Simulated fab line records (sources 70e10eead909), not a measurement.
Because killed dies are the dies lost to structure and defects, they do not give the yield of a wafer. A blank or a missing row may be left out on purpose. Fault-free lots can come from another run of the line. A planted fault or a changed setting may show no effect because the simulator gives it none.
A lot that was struck, set against a sound lot | flow nandHarc | 14 steps out of a route of 1302
Sound: the wafers L726.1, L726.3, L726.4. The struck wafers were L730.1, L730.3, L730.5. The cause is named last.
At each step with rows: each side's tool, then ch and its chambers, then its first start. Under that, the readings that differ: sound wafers | struck wafers | difference of the means | sigmas: that difference in standard deviations of wafers without a fault.
alike: readings with means less than 2 such deviations apart, plus words and numbers identical on both sides. not compared: withheld readings, readings lacking a value on some wafer, bounds such as >300 that could conceal the same value, and numbers that have no deviation in the record and whose values overlap.
The two part at a step that has a row with sigmas, a row that says differs or no value, or rows on one side only. Numbers that have no deviation but don't overlap get no sigmas and don't part them. A reading missing from all wafers of one side parts the sides only when that side holds two or more wafers.

first, 4 steps without rows for these wafers: NHARC_A_M1_EBR_05; NHARC_A_M1_EXPOSE_06 (exposes mask A M1, target cd 120 nm); NHARC_A_M1_PEB_07 (peb time 65 s); NHARC_A_M1_DEVELOP_08 (develop time 35 s).
NHARC_A_M1_CD_MEAS_09 targets a cd of 120 nm.
  sound on cdSem-03 ch 0, day 28 17:44; struck on cdSem-01 ch 0, day 30 16:11
  alike: cdNm
NHARC_A_M1_OVL_MEAS_10: pitch 240 nm.
  sound: overlay-02 at day 28 17:49; struck: overlay-01 at day 30 16:17
  alike: overlayXNm, overlayYNm
NHARC_A_M1_INSPECT_11:
  sound: defectInspect-02 at day 28 17:52; struck: defectInspect-01 at day 30 16:19
  alike: rawDefectCount
NHARC_A_M1_DESCUM_14: chemistry O2, time 3 s.
  sound on rieDiel-12 ch 1,2,3, day 28 17:55; struck on rieDiel-12 ch 0,1,2, day 30 16:23
  alike: drypumpMotorCurrentA, oesProductAu, rfVppV, showerheadPlenumPTorr, throttleValvePct
  not compared: rfHoursCounterH
NHARC_A_M1_ETCH_35: etches the open film in N2/H2, target depth 40 nm, overetch 12 nm, time 43.94 s.
  sound on rieDiel-12 ch 0,1,2, day 28 18:01; struck on rieDiel-12 ch 0,2,3, day 30 16:28
  alike: drypumpMotorCurrentA, h2FlowSccm, n2FlowSccm, oesProductAu, rfVppV, showerheadPlenumPTorr, throttleValvePct
  not compared: rfHoursCounterH
NHARC_A_M1_ETCH_15: etches the open film in C4F8/Ar, target depth 182.5 nm, time 91.2 s.
  sound: rieDiel-12 ch 1,2,3; struck: rieDiel-12 ch 0,1,3
  alike: oesProductAu, rfVppV
  not compared: rfHoursCounterH
NHARC_A_M1_CD_MEAS_16:
  sound: cdSem-01 at day 28 18:13; struck: cdSem-01 at day 30 16:41
  alike: cdNm
NHARC_A_M1_STRIP_18: strips in N2/H2.
  sound on rieDiel-10 ch 0,1,2, day 28 18:18; struck on rieDiel-05 ch 1,2,3, day 30 16:47
reading    | sound          | struck         | difference | sigmas
rfVppV (V) | 89.1 89.1 89.3 | 92.2 90.4 91.6 | +2.2       | +2
  alike: drypumpMotorCurrentA, h2FlowSccm, n2FlowSccm, oesProductAu, powerW, showerheadPlenumPTorr, throttleValvePct
  not compared: rfHoursCounterH
NHARC_A_M1_ETCH_28: etches the open film in CF4/N2, target depth 30 nm, time 72.99 s.
  sound on rieDiel-10 ch 0,2,3, day 28 18:32; struck on rieDiel-05 ch 0,2,3, day 30 17:01
reading             | sound             | struck            | difference | sigmas
oesProductAu (a.u.) | 0.993 0.994 1.010 | 0.814 0.820 0.819 | -0.181     | -14
  alike: drypumpMotorCurrentA, n2FlowSccm, rfVppV, showerheadPlenumPTorr, throttleValvePct
  not compared: rfHoursCounterH
then, 1 step without rows for these wafers: NHARC_A_M1_STRIP_19 (strips in post etch residue remover, time 600 s).

== WHERE THEY PART ==
Last at NHARC_A_M1_ETCH_28 as far as this record goes, first at NHARC_A_M1_STRIP_18.

WHY: whatever the simulator had introduced
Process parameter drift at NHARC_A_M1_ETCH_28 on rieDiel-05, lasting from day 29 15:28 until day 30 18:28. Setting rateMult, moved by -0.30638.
